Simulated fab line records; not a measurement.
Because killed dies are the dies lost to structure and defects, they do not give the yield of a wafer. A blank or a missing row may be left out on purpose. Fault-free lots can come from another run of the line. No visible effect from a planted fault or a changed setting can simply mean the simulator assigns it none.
The tool behind it: which one? | flow n5Finfet | 29 wafers from 10 lots sampled at 4 of the route's 1938 steps

## WHAT THE GAUGES READ, wafer by wafer
N5_BEOL_M1_INSPECT_59: inspects for defects (darkfield).
lot  | measured     | on               | rawDefectCount
L643 | day 6 22:59  | defectInspect-02 | 130 103 113
L644 | day 6 23:31  | defectInspect-02 | 54 69 63
L646 | day 7 08:40  | defectInspect-01 | 39 86 64
L649 | day 8 05:46  | defectInspect-01 | 47 53 61
L652 | day 8 15:29  | defectInspect-01 | 63 83 71
L653 | day 8 15:26  | defectInspect-02 | 73 58 38
L655 | day 9 17:10  | defectInspect-01 | 94 52
L657 | day 10 01:50 | defectInspect-02 | 97 48 84
L658 | day 10 10:24 | defectInspect-01 | 1563 135 106
L666 | day 12 07:45 | defectInspect-02 | 70 85 76

## WHICH TOOL RAN EACH LOT (tool, then ch and the chambers of the sampled wafers, then the start)
lot  | N5_BEOL_M1_ANNEAL_91        | N5_BEOL_M1_CMP_52             | N5_BEOL_M1_PRE_CLEAN_60
L643 | pvdSputter-02, day 6 21:20  | cmp-03 ch 0,1,3, day 6 22:24  | cvdCo-02 ch 0,2, day 6 22:44
L644 | pvdSputter-01, day 6 21:52  | cmp-03 ch 1,3, day 6 22:58    | cvdCo-01 ch 0,1, day 6 23:16
L646 | pvdSputter-03, day 7 06:56  | cmp-02 ch 1,2,3, day 7 08:03  | cvdCo-01 ch 0,1,2, day 7 08:23
L649 | pvdSputter-01, day 8 03:55  | cmp-04 ch 0,1,3, day 8 04:59  | cvdCo-01 ch 0,1,2, day 8 05:29
L652 | pvdSputter-01, day 8 13:42  | cmp-02 ch 1,2, day 8 14:46    | cvdCo-02 ch 0,2, day 8 15:06
L653 | pvdSputter-02, day 8 13:47  | cmp-04 ch 0,1,2, day 8 14:53  | cvdCo-01 ch 0,1, day 8 15:11
L655 | pvdSputter-02, day 9 15:29  | cmp-02 ch 0,3, day 9 16:40    | cvdCo-01 ch 0,1, day 9 16:53
L657 | pvdSputter-03, day 10 00:06 | cmp-03 ch 1,2,3, day 10 01:14 | cvdCo-01 ch 0,1, day 10 01:31
L658 | pvdSputter-02, day 10 08:00 | cmp-04 ch 1,2, day 10 09:34   | cvdCo-02 ch 0,1,2, day 10 10:07
L666 | pvdSputter-01, day 12 06:02 | cmp-03 ch 1,2, day 12 07:09   | cvdCo-01 ch 0,1, day 12 07:28
- N5_BEOL_M1_ANNEAL_91: time 240 s.
- N5_BEOL_M1_CMP_52: polishes, stops on SiOC, t overpolish 6.8 s, target thk 40 nm.
- N5_BEOL_M1_PRE_CLEAN_60: time 15 s.

## THE ANSWER, worked out from the rows above alone
Rule: the lots themselves supply what counts as usual. The widest of any qualifying gaps counts: lots, ordered by their means at a reading, are off when they make up no more than a third of the lots, leave a main group of 4 or more, and stand apart from it by 3 or more times the standard deviation of that group's means. The tables above print the reading to a certain number of digits; a main group whose means all agree to those digits is not used. Also off: a lot with no number at a reading for which 4 or more lots have one. Where the step has rows for the other lots, those lots are counted as sound.
Off at N5_BEOL_M1_INSPECT_59 (rawDefectCount): L658. The main group: mean 72, standard deviation 17.
A tool fits if, at a process step before that reading, it ran every lot that is off, and no sound lot after the first of them. Those tools and the gauges at N5_BEOL_M1_INSPECT_59 are tried in the same way. Can't be told from this: 4 tools fit, pvdSputter-02 at N5_BEOL_M1_ANNEAL_91, cmp-04 at N5_BEOL_M1_CMP_52, cvdCo-02 at N5_BEOL_M1_PRE_CLEAN_60, defectInspect-01 at N5_BEOL_M1_INSPECT_59.

## WHAT HAD BEEN PUT IN BY THE SIMULATOR
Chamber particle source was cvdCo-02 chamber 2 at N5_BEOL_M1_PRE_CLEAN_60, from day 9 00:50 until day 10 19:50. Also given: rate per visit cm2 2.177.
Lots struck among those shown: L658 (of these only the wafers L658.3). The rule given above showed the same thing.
